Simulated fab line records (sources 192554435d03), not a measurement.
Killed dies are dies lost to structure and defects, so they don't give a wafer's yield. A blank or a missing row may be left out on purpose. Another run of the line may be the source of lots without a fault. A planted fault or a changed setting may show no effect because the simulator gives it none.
8D (eight disciplines) problem report, filled in by code + flow n5-finfet + the parts of the form that need people (team, actions taken, sign-off) are left out

== 1. WHAT WENT WRONG ==
Wafers free of any fault read 838 nm (standard deviation 10) for M13_ILD_THK at N5_BEOL_M13_THK_MEAS_01, against a mean of 1285 nm on 3 wafers of 2 lots. Measured from the usual mean, that is +45 standard deviations.
First seen on wafer L960.1, day 13 14:38, on film-metro-02. The record has a number at this step for 24 wafers belonging to 8 lots. The rule behind "out" and "out of limits": a value lying over 4 standard deviations away from the usual mean. The rest of the wafers with a number are treated as sound.

== 2. WHAT THIS IS AND IS NOT ==
| question                    | is                     | is not                                                                                      |
|-----------------------------|------------------------|---------------------------------------------------------------------------------------------|
| which readings at this step | M13_ILD_THK            | -                                                                                           |
| which lots                  | L960, L962             | L954, L957, L971, L973, L974, L976                                                          |
| which wafers of those lots  | L960.1, L960.5, L962.2 | L960.2, L962.4, L962.6                                                                      |
| read on which gauges        | film-metro-02          | film-metro-01                                                                               |
| when                        | from day 13 14:38      | up to then (7 sound wafers); but 14 sound wafers of L962, L971, L973, L974, L976 came after |

== 3. SUSPECTS, AND WHAT RULES EACH OUT ==
Counting: a tool at a process step up to the reading stays a suspect if it ran every lot that is out. Sound lots after the first of them don't rule it out here, since some wafers of a struck lot are sound.
- the gauge at N5_BEOL_M13_THK_MEAS_01: ruled out. All the wafers that are out were read on film-metro-02, but those of them that N5_BEOL_M13_ILD_DEP_00 has rows for are out there too, on other tools.
- pecvd-04 at N5_BEOL_M13_ILD_DEP_00 (deposits SiOC from DEMS/O2, target thk 837.92 nm, time 166.4 s): kept. Ran every lot that is out, first one L960 (day 13 14:29); last sound lot up to then L957 (day 12 07:47). Its own run-length-s readings are out on those wafers.
- At N5_BEOL_M13_ILD_DEP_00, inside pecvd-04: chamber 1 took the wafers that are out, while their sound lot-mates went through chambers 0, 2.
Left after counting: pecvd-04 at N5_BEOL_M13_ILD_DEP_00.

== 4. THE CAUSE (what the simulator had put in) ==
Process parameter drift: pecvd-04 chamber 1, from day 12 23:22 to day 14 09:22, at N5_BEOL_M13_ILD_DEP_00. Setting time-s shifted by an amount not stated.
This tool alone remained once counting was done.

== 5. THE CHAIN OF EFFECTS, in route order ==
Rows list readings where the struck wafers' mean (over those with a number) sits beyond 3 standard deviations from the usual. Only readings for which the record gives a usual standard deviation are gone through. hours: the time from each lot's start at the first step in this table that gives one to its start at this step, as a median over the lots. sigmas: the change in usual standard deviations.
| hours | step                    | reading                  | usual      | on struck wafers | change | sigmas      |
|-------|-------------------------|--------------------------|------------|------------------|--------|-------------|
| 0     | N5_BEOL_M13_ILD_DEP_00  | run-length-s             | 211.5 s    | 303.2            | +91.7  | +99 or more |
| 0     | N5_BEOL_M13_THK_MEAS_01 | M13_ILD_THK              | 838 nm     | 1285             | +447   | +45         |
| 1     | N5_BEOL_M13_STRIP_63    | oes-product-au           | 0.674 a.u. | 0.233            | -0.441 | -94         |
| 1     | N5_BEOL_M13_STRIP_63    | strip-time-to-endpoint-s | 28.0 s     | 0.0              | -28.0  | -25         |
| 1     | N5_BEOL_M13_STRIP_64    | oes-product-au           | 0.714 a.u. | 0.634            | -0.080 | -19         |
| 1     | N5_BEOL_M13_STRIP_64    | strip-time-to-endpoint-s | 31.35 s    | 14.42            | -16.93 | -99 or more |
| 1     | N5_BEOL_M13_CD_MEAS_17  | cd-nm                    | 189.7 nm   | 197.8            | +8.1   | +5.1        |
It contains these process steps:
- N5_BEOL_M13_ILD_DEP_00: deposits SiOC from DEMS/O2, target thk 837.92 nm, time 166.4 s.
- N5_BEOL_M13_STRIP_63: strips in N2/H2.
- N5_BEOL_M13_STRIP_64: strips in N2/H2.
Later measuring or inspecting steps at which every struck wafer that the step has a row for has a number for every such reading, and none has moved that far: N5_BEOL_M13_INSPECT_12.

== 6. WHAT WOULD HAVE CAUGHT IT SOONER ==
The first out-of-limits reading at a measuring or inspecting step in this record came at day 13 14:38, 15 hours after the fault's start at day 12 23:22.
The tool's own readings at N5_BEOL_M13_ILD_DEP_00 were out on every struck wafer that the step has a row for (run-length-s): an alarm limit on them would have fired on the first of those.
L962, from the lots that are out (2), started N5_BEOL_M13_ILD_DEP_00 on pecvd-04 later than day 13 14:38. A tool hold placed at that time would have kept it from harm.
